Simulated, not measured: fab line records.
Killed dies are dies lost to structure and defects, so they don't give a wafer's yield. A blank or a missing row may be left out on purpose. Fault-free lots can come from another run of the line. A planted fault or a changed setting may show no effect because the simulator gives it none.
Lot-split experiment | flow n5_finfet | on a route of 1938 steps: 7 lots, 39 wafers read

## THE SPLIT ITSELF
At N5_DUMMY_GATE_EXPOSE_12 (exposes mask GATE, target cd 25 nm), the setting dose_mj was moved away from the recipe's 34 on 15 of the 39 wafers read, by -6.7% to +5.6%. The other wafers ran this setting at the recipe's value.

## FROM THE SPLIT TO THE READING: what the file shows between them, 2 steps
- N5_DUMMY_GATE_PEB_13: peb time 60 s
- N5_DUMMY_GATE_DEVELOP_14: develop time 30 s

## THE READING
cd_nm at N5_DUMMY_GATE_CD_MEAS_15, given in nm (cd target 25.8 nm). A value of 25.03 nm with a standard deviation of 0.26 nm is what fault-free wafers of this fab line usually give.

wafer  | tool, chamber at the split | dose_mj as run | against the recipe | cd_nm, nm | against lot-mates on the recipe
L074.1 | euv_scanner-01, 0          | 34             | recipe             | 24.92     | -
L074.2 | euv_scanner-01, 0          | 34             | recipe             | 24.80     | -
L074.3 | euv_scanner-01, 0          | 31.71          | -6.7%              | 26.09     | +1.05
L074.4 | euv_scanner-01, 0          | 34             | recipe             | 25.39     | -
L074.5 | euv_scanner-01, 0          | 31.71          | -6.7%              | 26.80     | +1.76
L074.6 | euv_scanner-01, 0          | 31.71          | -6.7%              | 26.44     | +1.40
L078.1 | euv_scanner-01, 0          | 35.49          | +4.4%              | 24.28     | -0.97
L078.2 | euv_scanner-01, 0          | 35.49          | +4.4%              | 24.63     | -0.62
L078.3 | euv_scanner-01, 0          | 34             | recipe             | 25.47     | -
L078.4 | euv_scanner-01, 0          | 34             | recipe             | 25.26     | -
L078.5 | euv_scanner-01, 0          | 34             | recipe             | 25.02     | -
L078.6 | euv_scanner-01, 0          | 35.49          | +4.4%              | 24.40     | -0.85
L083.1 | euv_scanner-01, 0          | 34             | recipe             | 25.32     | -
L083.2 | euv_scanner-01, 0          | 34             | recipe             | 24.69     | -
L083.4 | euv_scanner-01, 0          | 34             | recipe             | 25.81     | -
L084.1 | euv_scanner-01, 0          | 32.88          | -3.3%              | 25.87     | +0.83
L084.2 | euv_scanner-01, 0          | 34             | recipe             | 25.23     | -
L084.3 | euv_scanner-01, 0          | 34             | recipe             | 25.14     | -
L084.4 | euv_scanner-01, 0          | 34             | recipe             | 24.76     | -
L084.5 | euv_scanner-01, 0          | 32.88          | -3.3%              | 26.16     | +1.12
L084.6 | euv_scanner-01, 0          | 32.88          | -3.3%              | 25.33     | +0.29
L087.1 | euv_scanner-02, 0          | 34             | recipe             | 24.74     | -
L087.2 | euv_scanner-02, 0          | 34             | recipe             | 25.25     | -
L087.3 | euv_scanner-02, 0          | 34             | recipe             | 24.47     | -
L087.4 | euv_scanner-02, 0          | 34             | recipe             | 24.83     | -
L087.5 | euv_scanner-02, 0          | 34             | recipe             | 25.03     | -
L087.6 | euv_scanner-02, 0          | 34             | recipe             | 25.00     | -
L089.1 | euv_scanner-02, 0          | 34             | recipe             | 25.48     | -
L089.2 | euv_scanner-02, 0          | 35.9           | +5.6%              | 24.02     | -1.37
L089.3 | euv_scanner-02, 0          | 35.9           | +5.6%              | 23.91     | -1.48
L089.4 | euv_scanner-02, 0          | 35.9           | +5.6%              | 24.01     | -1.38
L089.5 | euv_scanner-02, 0          | 34             | recipe             | 25.46     | -
L089.6 | euv_scanner-02, 0          | 34             | recipe             | 25.24     | -
L094.1 | euv_scanner-01, 0          | 34             | recipe             | 24.85     | -
L094.2 | euv_scanner-01, 0          | 32.18          | -5.4%              | 26.17     | +1.15
L094.3 | euv_scanner-01, 0          | 32.18          | -5.4%              | 26.04     | +1.02
L094.4 | euv_scanner-01, 0          | 32.18          | -5.4%              | 25.88     | +0.86
L094.5 | euv_scanner-01, 0          | 34             | recipe             | 24.83     | -
L094.6 | euv_scanner-01, 0          | 34             | recipe             | 25.37     | -

THE FIT
A straight line over all 39 wafers: cd_nm changes by -0.188 nm for each +1% of dose_mj; r = -0.90; the points scatter about the line by 0.3 nm.
The same after taking each lot's own level away (the mean of its wafers on the recipe; 39 wafers): -0.214 nm for each +1%; r = -0.94; scatter 0.26 nm.
Per that fit: largest dose_mj move, reading shift of 1.4 nm.
Across the lots, their own levels run from 24.887 to 25.393 nm, a range of 1.9 times the standard deviation given above.
Thus the slope moves with the lot-to-lot level: the two fits are different.
Check: for one of the wafers moved furthest among these (-6.7%), held out of the fit, the line's prediction against its lot-mates is +1.47 nm. Against them it came out at +1.05 nm.

## FURTHER SPLITS ON THESE WAFERS
Note: prior to the reading, these wafers also went through further splits. Each is held against what the fit with the lots' levels taken away leaves over:
other split on the same wafers | wafers away from the commonest value | r with cd_nm (lot level and that fit taken away)
N5_DUMMY_GATE_CVD_03 temp_c    | 33                                   | +0.17

## THE WHOLE CHAIN: every reading that the file lists as answering this split, in the file's order
step                     | what it does                             | reading                                                           | change (the file's fit)               | r (the file's)
N5_DUMMY_GATE_CD_MEAS_15 | target cd 25.8 nm                        | cd_nm                                                             | -0.213 nm for each +1% of the setting | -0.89
N5_DUMMY_GATE_TRIM_49    | chemistry O2, time 29 s, target cd 14 nm | DUMMY_GATE.cd_nm (the simulator's own value, which no gauge read) | -0.181 nm for each +1% of the setting | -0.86

## FILE'S OWN FIT
cd_nm changes by -0.213 nm for each +1% of dose_mj, r = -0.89.
